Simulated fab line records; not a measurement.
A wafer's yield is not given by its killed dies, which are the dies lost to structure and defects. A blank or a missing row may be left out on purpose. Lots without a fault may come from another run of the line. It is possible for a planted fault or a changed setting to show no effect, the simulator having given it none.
Chamber matching || flow n5-finfet || N5_BEOL_M9_CVD_78 on cvd-co-01 has 3 sister chambers
The step deposits Co from CCTBA/H2, target thk 2 nm, time 138.9 s. 3 wafers are shown with their chamber, then 6 later ones without.

== WAFERS WITH THEIR CHAMBER ==
{"wafer": "L204.3", "chamber": 1, "run-length-s (s)": 161.0}
{"wafer": "L205.1", "chamber": 0, "run-length-s (s)": 161.5}
{"wafer": "L205.3", "chamber": 2, "run-length-s (s)": 161.7}

== WAFERS WHOSE CHAMBER IS MISSING ==
{"wafer": "L205.5", "run-length-s (s)": 162.0}
{"wafer": "L207.2", "run-length-s (s)": 161.3}
{"wafer": "L207.4", "run-length-s (s)": 161.9}
{"wafer": "L207.6", "run-length-s (s)": 161.6}
{"wafer": "L211.2", "run-length-s (s)": 163.5}
{"wafer": "L211.3", "run-length-s (s)": 163.2}

== EACH ONE'S CHAMBER ==
{"wafer": "L205.5", "from the rows above": "can't be placed: 2 or 0 or 1", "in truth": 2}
{"wafer": "L207.2", "from the rows above": "can't be placed: 0 or 1 or 2", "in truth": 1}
{"wafer": "L207.4", "from the rows above": "can't be placed: 2 or 0 or 1", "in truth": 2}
{"wafer": "L207.6", "from the rows above": "can't be placed: 0 or 2 or 1", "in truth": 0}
{"wafer": "L211.2", "from the rows above": "can't be placed: 2 or 0 or 1", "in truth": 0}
{"wafer": "L211.3", "from the rows above": "can't be placed: 2 or 0 or 1", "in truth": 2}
Correct placement for 0 of the 6. Can't be placed from these rows: 6 (the true chamber is among the candidates in 6). Wrongly placed: 0.
How it was worked out, from the rows above alone: a wafer's distance from a chamber is the root of the sum, over the readings, of the square of ((its reading less the chamber's mean) divided by the reading's scatter). If the next closest chamber is less than 2 further off than the closest, the wafer can't be placed; otherwise it belongs to the closest. Each chamber's mean is taken over the wafers shown for it. The scatter: root of mean squared gap, hidden wafer to nearest shown wafer, with one shown wafer a chamber.
